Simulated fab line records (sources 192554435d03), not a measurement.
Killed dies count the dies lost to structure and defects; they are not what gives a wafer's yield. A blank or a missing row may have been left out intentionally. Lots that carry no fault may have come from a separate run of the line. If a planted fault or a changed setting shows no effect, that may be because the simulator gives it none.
fab line records	flow n5_finfet
record lots=10	wafers=29	last_day=17
route steps=1938 shown BEOL_M4@1111 BEOL_M9@1422 PASSIVATION@1936
lots that met no fault: from a run of the same line without faults
start_h: hours from the record's opening day to when the first of the lot's shown wafers began	wait_h: time in hours since the lot's previous step	" repeats the value in the row above	L1.1+2: several wafers, shown together as one row	- no value present, or no start provided	* or withheld: withheld	< > ~ a bound
route shown NAME@n: NAME is a module with steps in the file, n the number in the route of the first one	usual: mean/standard deviation of fault-free wafers	same: alike in all rows	chamber/n: place in a boat	sites: per-site readings	_std_site: the standard deviation of these	_edge_site: mean of outer sites minus mean of inner sites	radius_mm: how far each site lies from the wafer's centre	mask NAME#n: copy n	behind: the most recent tool/chamber to have shaped the wafer	hold: what put the lot on hold/how long, in hours/how the hold closed	device: the n, p or np transistor that did not switch	end of line: at the end of the route, the tests of the same wafers	a step without rows: its recipe alone	killed: at the first sort, the dies lost to defects and structure; wafer yield is something else	map: the dies of a wafer, with x for killed, . for not killed, _ for no die there
set.NAME: the setting as run; set.NAME@STEP: as run at that earlier step	model.NAME: the simulator's own value behind a step, which no gauge read
a sample of lots followed through the steps of the route, with each step as a table and each wafer as a row
services: the hour from which a tool's chamber was out of use, counted from the record's first day as start_h (under 0 if before that day), plus the number of hours and why
## steps
# step N5_BEOL_M4_RC_MEAS_101
# usual DIBL_N=37.1/1.9	DIBL_P=37.2/2.3	IOFF_N=0.18/0.04	IOFF_P=0.23/0.044	ION_N=682/11	ION_P=468/8.6	SS_N=71.9/0.68	SS_P=73.5/0.74	VT_N=248/3.4	VT_P=-248/3.4
lot.wafer	tool	chamber	start_h	wait_h	DIBL_N[mV/V]	DIBL_P[mV/V]	IOFF_N[nA/um]	IOFF_P[nA/um]	ION_N[uA/um]	ION_P[uA/um]	SS_N[mV/dec]	SS_P[mV/dec]	VT_N[mV]	VT_P[mV]
L834.2	prober-01	0	170.05	0.2	38.1	37.9	0.19	0.25	676	471	71.6	73.4	248	-247
L834.4	"	0	"	"	35.5	34.4	0.13	0.20	668	460	71.4	72.3	254	-250
L834.5	"	0	"	"	38.4	37.7	0.19	0.25	679	465	72.1	73.3	250	-248
L838.2	prober-01	0	190.67	0.2	36.9	36.5	0.16	0.24	675	468	72.0	73.9	249	-244
L838.3	"	0	"	"	37.0	37.8	0.17	0.28	681	473	72.5	74.3	250	-245
L838.5	"	0	"	"	34.1	34.2	0.12	0.20	673	469	70.9	72.2	253	-248
L841.2	prober-02	0	198.42	0.2	32.9	33.4	0.11	0.16	660	455	70.7	72.0	254	-254
L841.3	"	0	"	"	35.6	35.8	0.16	0.19	679	461	71.8	72.5	248	-252
L841.4	"	0	"	"	34.9	34.8	0.15	0.17	670	460	72.0	72.5	249	-254
L846.1	prober-01	0	247.69	0.0	39.4	41.0	0.24	0.35	692	477	72.1	74.1	243	-243
L846.3	"	0	"	"	37.2	37.9	0.19	0.27	693	473	71.9	74.3	245	-247
L846.4	"	0	"	"	39.0	41.0	0.24	0.34	710	485	73.3	74.0	242	-242
L850.3	prober-01	0	261.19	0.3	40.2	42.0	0.26	0.30	697	471	73.5	74.6	244	-245
L850.4	"	0	"	"	37.6	39.5	0.20	0.26	687	465	72.0	74.1	246	-248
L850.6	"	0	"	"	39.0	39.6	0.22	0.25	681	455	72.6	74.0	246	-247
L853.1	prober-01	0	276.22	0.0	38.6	37.4	0.22	0.22	684	457	73.4	73.9	246	-252
L853.3	"	0	"	"	36.9	35.7	0.17	0.18	666	444	73.2	73.4	250	-256
L853.4	"	0	"	"	37.8	35.7	0.19	0.19	670	452	73.0	73.2	251	-253
L852.1	prober-01	0	280.75	0.0	38.3	37.5	0.19	0.26	698	484	71.2	74.0	245	-244
L852.2	"	0	"	"	40.2	38.8	0.24	0.30	688	465	72.5	74.3	244	-245
L852.6	"	0	"	"	40.9	40.6	0.25	0.33	693	476	72.6	73.9	244	-244
L856.1	prober-01	0	294.81	0.0	36.3	37.3	0.19	0.26	689	471	72.2	73.4	246	-245
L856.5	"	0	"	"	32.8	33.6	0.13	0.20	652	457	71.2	71.7	253	-250
L855.2	prober-02	0	295.52	0.2	35.7	36.0	0.16	0.20	685	469	70.9	73.0	248	-250
L855.3	"	0	"	"	40.3	39.2	0.23	0.24	684	461	72.7	74.4	245	-252
L855.5	"	0	"	"	36.5	36.0	0.16	0.20	685	468	71.6	73.3	249	-253
L857.2	prober-02	0	297.97	0.2	36.4	36.7	0.17	0.21	672	459	71.2	73.0	248	-252
L857.3	"	0	"	"	36.8	36.7	0.17	0.22	671	454	72.2	73.5	248	-250
L857.6	"	0	"	"	37.0	37.2	0.18	0.23	675	460	71.9	73.8	247	-250
# step N5_BEOL_M9_HM_OPEN_17
# recipe chemistry=Cl2/BCl3	target_depth_a=200	overetch_a=60	target=TiN	mask_material=SOC	ion_energy_ev=150	pressure_mtorr=10	icp_w=1000	bias_w=126	Cl2_flow_sccm=53.25	bcl3_flow_sccm=21.75	Ar_flow_sccm=25
# usual drypump_motor_current_A=6.0/0.42	oes_product_au=0.67/0.079	throttle_valve_pct=22.14/0.25
lot.wafer	tool	chamber	start_h	wait_h	drypump_motor_current_A	oes_product_au	rf_hours_counter_h	throttle_valve_pct
L834.2	rie_metal-03	0	215.80	0.0	5.6	0.59	85	22.42
L834.4	"	1	"	"	5.8	0.74	-	21.72
L834.5	"	1	"	"	5.9	0.74	-	21.72
L838.2	rie_metal-02	0	227.22	0.1	6.0	0.65	-	22.13
L838.3	"	0	"	"	6.0	0.65	-	22.16
L838.5	"	0	"	"	6.0	0.65	-	22.15
L841.2	rie_metal-01	0	239.59	0.1	6.4	0.63	-	22.09
L841.3	"	0	"	"	6.3	0.64	-	22.08
L841.4	"	0	"	"	6.4	0.64	-	22.08
L846.1	rie_metal-01	0	289.36	0.0	6.4	0.62	59	22.11
L846.3	"	0	"	"	6.4	0.62	-	22.11
L846.4	"	1	"	"	6.5	0.77	-	22.28
L850.3	rie_metal-01	0	305.30	0.1	6.3	0.62	-	22.11
L850.4	"	1	"	"	6.5	0.77	-	22.25
L850.6	"	1	"	"	6.5	0.77	-	22.27
L853.1	rie_metal-02	1	317.37	0.0	5.1	0.76	7	22.19
L853.3	"	1	"	"	5.1	0.77	-	22.20
L853.4	"	0	"	"	6.0	0.63	-	22.16
L852.1	rie_metal-03	0	323.94	0.0	5.6	0.57	96	22.42
L852.2	"	1	"	"	5.9	0.71	21	21.75
L852.6	"	0	"	"	5.6	0.58	-	22.43
L855.2	rie_metal-03	1	332.28	0.0	5.9	0.71	22	21.73
L855.3	"	1	"	"	5.9	0.72	-	21.73
L855.5	"	0	"	"	5.6	0.58	-	22.41
L856.1	rie_metal-01	0	335.94	0.0	6.4	0.62	64	22.11
L856.5	"	0	"	"	6.4	0.60	-	22.10
L857.2	rie_metal-03	1	340.81	0.0	5.8	0.72	23	21.73
L857.3	"	0	"	"	5.5	0.58	-	22.43
L857.6	"	1	"	"	5.9	0.71	-	21.74
# step N5_BEOL_M9_CD_MEAS_18
# recipe pitch_nm=140	target_cd_nm=70
# usual cd_nm=69.8/0.77
lot.wafer	tool	chamber	start_h	wait_h	cd_nm
L834.2	cd_sem-03	-	216.01	0.1	69.4
L834.4	"	-	"	"	70.7
L834.5	"	-	"	"	69.0
L838.2	cd_sem-01	-	227.46	0.1	67.9
L838.3	"	-	"	"	68.7
L838.5	"	-	"	"	70.3
L841.2	cd_sem-01	-	239.92	0.1	68.9
L841.3	"	-	"	"	68.3
L841.4	"	-	"	"	69.1
L846.1	cd_sem-01	-	289.54	0.0	70.5
L846.3	"	-	"	"	70.2
L846.4	"	-	"	"	70.2
L850.3	cd_sem-01	-	305.60	0.1	70.8
L850.4	"	-	"	"	70.1
L850.6	"	-	"	"	71.2
L853.1	cd_sem-01	-	317.55	0.0	68.8
L853.3	"	-	"	"	69.8
L853.4	"	-	"	"	70.3
L852.1	cd_sem-03	-	324.12	0.0	70.8
L852.2	"	-	"	"	70.2
L852.6	"	-	"	"	70.5
L855.2	cd_sem-03	-	332.64	0.1	69.2
L855.3	"	-	"	"	70.0
L855.5	"	-	"	"	69.0
L856.1	cd_sem-02	-	336.21	0.0	70.3
L856.5	"	-	"	"	71.1
L857.2	cd_sem-01	-	341.00	0.1	68.2
L857.3	"	-	"	"	70.1
L857.6	"	-	"	"	68.0
# step N5_BEOL_M9_TRENCH_ETCH_37
# recipe chemistry=C4F6/O2	target_depth_a=1514.3	target=SiCOH_lowk	time_s=49	ion_energy_ev=250	pressure_mtorr=30	source_w=345	bias_w=185	Ar_flow_sccm=300	C4F6_flow_sccm=10	O2_flow_sccm=10
# usual C4F6_flow_sccm=10.00/0.031	O2_flow_sccm=10.01/0.03	drypump_motor_current_A=5.8/0.42	oes_product_au=0.79/0.058	rf_vpp_V=662/8.7	showerhead_plenum_p_Torr=2.87/0.11	throttle_valve_pct=20.90/0.28
lot.wafer	tool	chamber	start_h	wait_h	C4F6_flow_sccm	O2_flow_sccm	drypump_motor_current_A	oes_product_au	rf_hours_counter_h	rf_vpp_V	showerhead_plenum_p_Torr	throttle_valve_pct
L834.2	rie_diel-06	1	218.61	-	9.98	10.02	6.2	0.84	61	653	2.78	20.62
L834.4	"	3	"	"	10.03	10.01	5.6	0.74	173	677	2.93	20.74
L834.5	"	2	"	"	10.02	10.03	6.0	0.81	-	671	2.98	20.70
L838.2	rie_diel-04	2	228.20	-	10.06	9.99	5.4	0.80	107	657	2.74	21.00
L838.3	"	1	"	"	9.99	9.99	5.6	0.69	223	674	2.82	21.04
L838.5	"	0	"	"	10.03	10.00	5.6	0.90	-	671	2.77	20.51
L841.2	rie_diel-02	1	241.23	-	9.98	10.01	5.6	0.87	63	654	3.00	20.63
L841.3	"	0	"	"	9.93	10.01	5.1	0.74	174	669	2.98	21.33
L841.4	"	0	"	"	10.00	10.05	5.1	0.74	-	668	2.98	21.34
L846.1	rie_diel-02	0	293.37	-	10.02	10.02	5.1	0.72	193	669	2.97	21.36
L846.3	"	1	"	"	10.00	10.05	5.6	0.85	82	653	2.99	20.68
L846.4	"	3	"	"	10.00	10.02	5.8	0.81	98	662	3.01	20.56
L850.3	rie_diel-02	1	309.11	-	-	-	-	-	-	-	-	-
L850.4	"	0	"	"	-	-	-	-	-	-	-	-
L850.6	"	1	"	"	-	-	-	-	-	-	-	-
L853.1	rie_diel-04	0	318.51	-	-	-	-	-	-	-	-	-
L853.3	"	3	"	"	-	-	-	-	-	-	-	-
L853.4	"	3	"	"	-	-	-	-	-	-	-	-
L852.1	rie_diel-02	3	325.05	-	-	-	-	-	-	-	-	-
L852.2	"	2	"	"	-	-	-	-	-	-	-	-
L852.6	"	3	"	"	-	-	-	-	-	-	-	-
L855.2	rie_diel-04	2	334.05	-	10.02	10.02	5.3	0.78	140	656	2.73	21.06
L855.3	"	0	"	"	10.01	10.01	5.6	0.85	62	670	2.75	20.56
L855.5	"	0	"	"	10.03	9.94	5.7	0.84	-	669	2.75	20.56
L856.1	rie_diel-02	2	336.99	-	10.04	10.02	6.5	0.74	133	654	2.72	21.26
L856.5	"	3	"	"	10.00	10.01	5.9	0.78	-	663	3.00	20.58
L857.2	rie_diel-02	1	344.44	-	9.95	10.02	5.6	0.82	98	653	2.98	20.69
L857.3	"	3	"	"	10.01	9.99	5.9	0.79	113	663	3.00	20.60
L857.6	"	1	"	"	10.00	10.03	5.6	0.83	-	653	2.98	20.67
# step N5_BEOL_M9_OCD_MEAS_38
# usual trench_depth_nm=150.8/2.3
lot.wafer	tool	chamber	start_h	wait_h	trench_depth_nm
L834.2	ocd-02	-	218.78	-	150.8
L834.4	"	-	"	"	149.7
L834.5	"	-	"	"	148.5
L838.2	ocd-02	-	228.37	-	150.4
L838.3	"	-	"	"	148.6
L838.5	"	-	"	"	151.0
L841.2	ocd-02	-	241.41	-	151.6
L841.3	"	-	"	"	155.4
L841.4	"	-	"	"	154.6
L846.1	ocd-02	-	293.54	-	153.6
L846.3	"	-	"	"	153.5
L846.4	"	-	"	"	153.9
L850.3	ocd-02	-	309.29	-	0.3
L850.4	"	-	"	"	0
L850.6	"	-	"	"	0
L853.1	ocd-02	-	318.68	-	0
L853.3	"	-	"	"	0.4
L853.4	"	-	"	"	0
L852.1	ocd-01	-	325.22	-	0.5
L852.2	"	-	"	"	0.4
L852.6	"	-	"	"	0
L855.2	ocd-02	-	334.22	-	151.8
L855.3	"	-	"	"	152.8
L855.5	"	-	"	"	151.8
L856.1	ocd-01	-	337.16	-	147.9
L856.5	"	-	"	"	150.7
L857.2	ocd-02	-	344.61	-	150.5
L857.3	"	-	"	"	153.0
L857.6	"	-	"	"	151.1
# step N5_BEOL_M9_CD_MEAS_35
# recipe target_cd_nm=70	target_cd_y_nm=40	polarity=opening
# usual cd_nm=69.8/0.74
lot.wafer	tool	chamber	start_h	wait_h	cd_nm
L834.2	cd_sem-03	-	218.94	0.0	69.4
L834.4	"	-	"	"	70.6
L834.5	"	-	"	"	69.0
L838.2	cd_sem-02	-	228.53	0.0	68.1
L838.3	"	-	"	"	68.8
L838.5	"	-	"	"	70.3
L841.2	cd_sem-01	-	241.56	0.0	69.4
L841.3	"	-	"	"	68.6
L841.4	"	-	"	"	68.8
L846.1	cd_sem-01	-	293.69	0.0	70.1
L846.3	"	-	"	"	70.2
L846.4	"	-	"	"	70.2
L850.3	cd_sem-01	-	309.54	0.0	70.8
L850.4	"	-	"	"	70.2
L850.6	"	-	"	"	71.3
L853.1	cd_sem-01	-	318.83	0.0	69.3
L853.3	"	-	"	"	70.1
L853.4	"	-	"	"	70.5
L852.1	cd_sem-02	-	325.38	0.0	70.4
L852.2	"	-	"	"	69.7
L852.6	"	-	"	"	71.0
L855.2	cd_sem-01	-	334.37	0.0	69.5
L855.3	"	-	"	"	69.9
L855.5	"	-	"	"	69.1
L856.1	cd_sem-01	-	337.32	0.0	70.4
L856.5	"	-	"	"	71.2
L857.2	cd_sem-02	-	344.78	0.0	68.5
L857.3	"	-	"	"	69.8
L857.6	"	-	"	"	67.8
# step N5_PASSIVATION_PROBE_49
# usual defect_limited_yield=91.5/1.4	killed_at_M0_to_M3=32/9.7	killed_at_M4_up=14/5.3	killed_at_contacts=11/6	killed_at_front_end=39/14	killed_at_other=3.3/2.7	killed_dies=100/17	killed_on_rim=14/4	killed_open=66/13	killed_short=32/7.4	sort_bin_5_function=4.9/0.9	sort_bin_6_memory=3.2/0.72	sort_n_pass=1080/17	sort_yield_pct=91.5/1.4
# same gross_dies=1180	killed_at_back_side=0	sort_bin_4_leakage[%]=0	sort_bin_8_speed[%]=0
lot.wafer	tool	chamber	start_h	wait_h	defect_limited_yield[%]	killed_at_M0_to_M3	killed_at_M4_up	killed_at_contacts	killed_at_front_end	killed_at_other	killed_dies	killed_on_rim	killed_open	killed_short	sort_bin_5_function[%]	sort_bin_6_memory[%]	sort_n_pass	sort_yield_pct[%]
L834.2	prober-02	-	283.46	0.1	92.0	34	18	9	28	5	94	17	63	31	5.2	2.6	1086	92.0
L834.4	prober-02	-	283.56	0.2	94.3	30	10	7	13	7	67	5	42	25	3.2	2.1	1113	94.3
L834.5	prober-02	-	283.61	0.2	91.9	45	13	2	31	4	95	10	59	36	4.3	3.4	1085	91.9
L841.2	prober-01	-	307.84	0.1	90.0	28	29	9	52	0	118	16	74	40	5.3	4.1	1062	90.0
L841.3	prober-01	-	307.89	0.1	94.1	15	18	9	21	7	70	9	51	19	3.0	2.7	1110	94.1
L841.4	prober-01	-	307.94	0.2	91.6	34	22	7	35	1	99	17	60	35	5.2	3.1	1081	91.6
L846.1	prober-02	-	351.37	0.0	90.4	48	23	6	30	6	113	13	85	28	5.4	4.0	1067	90.4
L846.3	prober-02	-	351.47	0.1	92.6	30	10	4	42	1	87	9	56	31	4.1	3.1	1093	92.6
L846.4	prober-02	-	351.52	0.2	90.6	29	16	8	51	7	111	12	74	37	4.7	4.3	1069	90.6
L850.3	prober-02	-	367.95	0.1	0	28	1115	4	32	1	1180	152	44	27	97.1	2.2	0	0
L850.4	prober-02	-	368.00	0.2	0	27	1103	7	41	2	1180	152	49	29	96.8	2.1	0	0
L850.6	prober-02	-	368.10	0.3	0	28	1106	20	26	0	1180	152	59	22	96.9	3.1	0	0
L853.1	prober-02	-	377.45	0.0	0	34	1068	17	55	6	1180	152	77	38	95.3	3.7	0	0
L853.3	prober-02	-	377.55	0.1	0	26	1075	30	49	0	1180	152	79	29	96.4	3.0	0	0
L853.4	prober-02	-	377.60	0.2	0	24	1068	21	65	2	1180	152	80	42	95.6	4.1	0	0
L852.1	prober-01	-	382.38	0.0	0	29	1083	17	49	2	1180	152	82	30	96.1	3.8	0	0
L852.2	prober-01	-	382.43	0.1	0	25	1058	14	82	1	1180	152	83	50	95.4	4.4	0	0
L852.6	prober-01	-	382.63	0.3	0	47	1082	12	35	4	1180	152	82	28	95.7	4.1	0	0
L855.2	prober-02	-	392.33	0.1	90.8	52	25	2	28	1	108	11	70	35	5.4	3.3	1072	90.8
L855.3	prober-02	-	392.38	0.1	91.8	39	15	2	41	0	97	15	61	28	4.3	2.9	1083	91.8
L855.5	prober-02	-	392.48	0.2	89.4	40	21	8	55	1	125	19	80	36	5.5	4.2	1055	89.4
# killed by level:class
L834.2 BEOL_M2:geometric_particle:open=13 MOL_CONTACT_COAG:geometric_particle:open=9 FIN_SAQP:geometric_particle:short=8 BEOL_M4:geometric_particle:open=8 BEOL_M1:geometric_particle:open=7 FIN_SAQP:geometric_particle:open=6 GATE_CUT:geometric_particle:short=5 BEOL_M0_SAQP:geometric_particle:short=5
L834.4 BEOL_M3:geometric_particle:open=8 MOL_CONTACT_COAG:geometric_particle:open=6 BEOL_M0_SAQP:geometric_particle:open=6 BEOL_M0_SAQP:geometric_particle:short=5 FIN_SAQP:geometric_particle:short=4 BEOL_M2:geometric_particle:open=4 BEOL_M3:geometric_particle:short=4 MIM_TOP_ETCH:geometric_particle:open=3
L834.5 BEOL_M3:geometric_particle:open=11 FIN_SAQP:geometric_particle:short=10 BEOL_M0_SAQP:geometric_particle:open=9 BEOL_M0_SAQP:geometric_particle:short=9 BEOL_M2:geometric_particle:open=9 FIN_SAQP:geometric_particle:open=6 GATE_CUT:geometric_particle:short=4 BEOL_M1:geometric_particle:open=4
L841.2 BEOL_M4:geometric_particle:open=20 FIN_SAQP:geometric_particle:short=10 DUMMY_GATE:geometric_particle:open=9 BEOL_M0_SAQP:geometric_particle:open=8 MOL_CONTACT_COAG:geometric_particle:open=7 BEOL_M3:geometric_particle:open=7 STI_FIN_REVEAL:geometric_particle:open=4 ILD0:geometric_particle:short=4
L841.3 BEOL_M4:geometric_particle:open=12 MOL_CONTACT_COAG:geometric_particle:open=9 BEOL_M0_SAQP:geometric_particle:short=6 GATE_CUT:geometric_particle:short=5 BEOL_M0_SAQP:geometric_particle:open=5 FIN_SAQP:geometric_particle:open=4 MIM_TOP_ETCH:geometric_particle:open=4 DUMMY_GATE:geometric_particle:open=3
L841.4 BEOL_M4:geometric_particle:open=17 BEOL_M2:geometric_particle:open=9 BEOL_M0_SAQP:geometric_particle:open=8 BEOL_M0_SAQP:geometric_particle:short=8 GATE_CUT:geometric_particle:short=7 MOL_CONTACT_COAG:geometric_particle:open=5 STI_FIN_REVEAL:geometric_particle:open=4 SD_EPI_N:coat_microbubble_printed=4
L846.1 BEOL_M3:geometric_particle:open=16 BEOL_M4:geometric_particle:open=14 BEOL_M0_SAQP:geometric_particle:short=9 STI_FIN_REVEAL:geometric_particle:open=8 BEOL_M0_SAQP:geometric_particle:open=8 FIN_SAQP:geometric_particle:open=7 BEOL_M1:geometric_particle:open=6 MOL_CONTACT_COAG:geometric_particle:open=5
L846.3 BEOL_M3:geometric_particle:open=9 FIN_SAQP:geometric_particle:open=7 BEOL_M0_SAQP:geometric_particle:open=7 FIN_SAQP:geometric_particle:short=6 STI_FIN_REVEAL:geometric_particle:open=6 DUMMY_GATE:geometric_particle:open=5 GATE_CUT:geometric_particle:short=5 BEOL_M1:geometric_particle:open=4
L846.4 STI_FIN_REVEAL:geometric_particle:open=14 FIN_SAQP:geometric_particle:short=8 DUMMY_GATE:geometric_particle:open=8 BEOL_M3:geometric_particle:open=7 MOL_CONTACT_COAG:geometric_particle:open=7 BEOL_M0_SAQP:geometric_particle:open=6 FIN_SAQP:geometric_particle:open=5 BEOL_M5:geometric_particle:open=5
L850.3 BEOL_M9:area_etch=1107 GATE_CUT:geometric_particle:short=6 BEOL_M3:geometric_particle:open=6 GATE_CUT:geometric_particle:open=5 STI_FIN_REVEAL:geometric_particle:open=5 BEOL_M0_SAQP:geometric_particle:short=5 FIN_SAQP:geometric_particle:short=4 FIN_SAQP:geometric_particle:open=3
L850.4 BEOL_M9:area_etch=1094 FIN_SAQP:geometric_particle:open=8 FIN_SAQP:geometric_particle:short=8 BEOL_M0_SAQP:geometric_particle:open=8 HKMG_FIN:area_etch=8 GATE_CUT:geometric_particle:short=6 STARTING-WAFER:geometric_particle:open=5 MOL_CONTACT_COAG:geometric_particle:open=5
L850.6 BEOL_M9:area_etch=1099 MOL_CONTACT_COAG:geometric_particle:open=18 BEOL_M2:geometric_particle:open=7 FIN_SAQP:geometric_particle:short=6 STI_FIN_REVEAL:geometric_particle:open=5 BEOL_M0_SAQP:geometric_particle:short=5 FIN_SAQP:geometric_particle:open=4 BEOL_M0:geometric_particle:open=4
L853.1 BEOL_M9:area_etch=1056 STI_FIN_REVEAL:geometric_particle:open=21 MOL_CONTACT_COAG:geometric_particle:open=13 BEOL_M0_SAQP:geometric_particle:open=9 HKMG_FIN:area_etch=9 FIN_SAQP:geometric_particle:short=6 BEOL_M0_SAQP:geometric_particle:short=6 GATE_CUT:geometric_particle:short=5
L853.3 BEOL_M9:area_etch=1068 MOL_CONTACT_COAG:geometric_particle:open=28 FIN_SAQP:geometric_particle:open=10 FIN_SAQP:geometric_particle:short=9 BEOL_M0_SAQP:geometric_particle:open=8 STI_FIN_REVEAL:geometric_particle:open=7 BEOL_M1:geometric_particle:short=7 STARTING-WAFER:geometric_particle:open=7
L853.4 BEOL_M9:area_etch=1058 STI_FIN_REVEAL:geometric_particle:open=18 MOL_CONTACT_COAG:geometric_particle:open=16 FIN_SAQP:geometric_particle:open=15 FIN_SAQP:geometric_particle:short=12 MOL_CONTACT_COAG:geometric_particle:short=5 BEOL_M1:geometric_particle:short=5 BEOL_M2:geometric_particle:open=5
L852.1 BEOL_M9:area_etch=1067 STI_FIN_REVEAL:geometric_particle:open=14 MOL_CONTACT_COAG:geometric_particle:open=13 BEOL_M3:geometric_particle:open=12 FIN_SAQP:geometric_particle:open=10 STI_FIN_REVEAL:geometric_particle:short=6 BEOL_M0_SAQP:geometric_particle:open=6 MOL_CONTACT_COAG:geometric_particle:short=4
L852.2 BEOL_M9:area_etch=1047 STI_FIN_REVEAL:geometric_particle:open=24 FIN_SAQP:geometric_particle:open=16 FIN_SAQP:geometric_particle:short=16 MOL_CONTACT_COAG:geometric_particle:open=10 BEOL_M3:geometric_particle:open=7 STI_FIN_REVEAL:geometric_particle:short=6 ILD0:geometric_particle:short=6
L852.6 BEOL_M9:area_etch=1069 BEOL_M0_SAQP:geometric_particle:open=20 MOL_CONTACT_COAG:geometric_particle:open=11 BEOL_M0_SAQP:geometric_particle:short=11 STI_FIN_REVEAL:geometric_particle:open=9 FIN_SAQP:geometric_particle:open=8 FIN_SAQP:geometric_particle:short=7 BEOL_M3:geometric_particle:open=6
L855.2 BEOL_M0_SAQP:geometric_particle:open=19 BEOL_M0_SAQP:geometric_particle:short=13 BEOL_M3:geometric_particle:open=9 FIN_SAQP:geometric_particle:open=8 BEOL_M4:geometric_particle:open=8 BEOL_M1:geometric_particle:open=6 FIN_SAQP:geometric_particle:short=5 BEOL_M5:geometric_particle:short=4
L855.3 BEOL_M0_SAQP:geometric_particle:open=15 FIN_SAQP:geometric_particle:open=12 BEOL_M0_SAQP:geometric_particle:short=10 BEOL_M4:geometric_particle:open=10 FIN_SAQP:geometric_particle:short=8 HKMG_FIN:area_etch=7 BEOL_M1:geometric_particle:open=6 BEOL_M3:geometric_particle:open=4
L855.5 FIN_SAQP:geometric_particle:short=10 FIN_SAQP:geometric_particle:open=10 BEOL_M0_SAQP:geometric_particle:open=10 BEOL_M3:geometric_particle:open=10 HKMG_FIN:area_etch=8 BEOL_M1:geometric_particle:open=7 MOL_CONTACT_COAG:geometric_particle:open=6 BEOL_M4:geometric_particle:open=5
## services
tool	chamber	start_h	hours	kind
rie_metal-02	1	208.28	-	clean
rie_metal-02	1	208.28	27.7	scheduled_down
rie_metal-02	1	208.28	27.7	vent_cycle
rie_metal-01	0	214.85	8.2	repair
rie_metal-02	-	220.54	1.9	repair
rie_metal-01	1	226.50	-	clean
rie_metal-01	1	226.50	17.4	scheduled_down
rie_metal-01	1	226.50	17.4	vent_cycle
rie_diel-02	3	240.22	32.8	repair
rie_metal-03	1	241.17	12.5	repair
rie_metal-02	0	259.68	4.2	repair
rie_diel-04	1	279.44	3.4	repair
rie_diel-04	2	293.66	8.2	repair
rie_metal-01	-	296.07	2.8	pm
rie_metal-02	1	307.60	2.2	repair
rie_diel-06	1	311.17	5.3	repair
rie_diel-04	1	317.63	-	clean
rie_diel-04	1	317.63	-	consumable_replace:focus_ring
rie_diel-04	1	317.63	25.8	scheduled_down
rie_diel-04	1	317.63	25.8	vent_cycle
rie_metal-02	-	328.93	1.4	pm
## key
first_sign step=N5_BEOL_M9_TRENCH_ETCH_37	reading=tool_record	direction=missing
effect step=N5_BEOL_M9_OCD_MEAS_38	reading=trench_depth_nm	direction=down	sigmas=64	usual=150.8	struck=0.2
effect step=N5_PASSIVATION_PROBE_49	reading=killed_at_M4_up	direction=up	sigmas=99+	usual=14	struck=1084
more_kills_born_at N5_BEOL_M9_TRENCH_ETCH_37@rie_diel-02=6483	N5_BEOL_M9_TRENCH_ETCH_37@rie_diel-04=3182
met_at N5_BEOL_M9_TRENCH_ETCH_37
struck_lots L850,L852,L853
later_rows_left_out L850.3,L850.4,L850.6,L852.1,L852.2,L852.6,L853.1,L853.3,L853.4
not_acting_at N5_BEOL_M9_HM_OPEN_17,N5_BEOL_M9_CD_MEAS_18,N5_BEOL_M9_CD_MEAS_35
onset_between 293.37 309.11
fault kind=skipped_step_whole	tool=rie_diel-02,rie_diel-04	chamber=-	onset_h=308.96	steps=N5_BEOL_M9_TRENCH_ETCH_37	scope=struck_lots_only
# later_rows_left_out: the simulator's readings of these wafers behind a module that went badly wrong aren't trusted and aren't shown, but for the sort
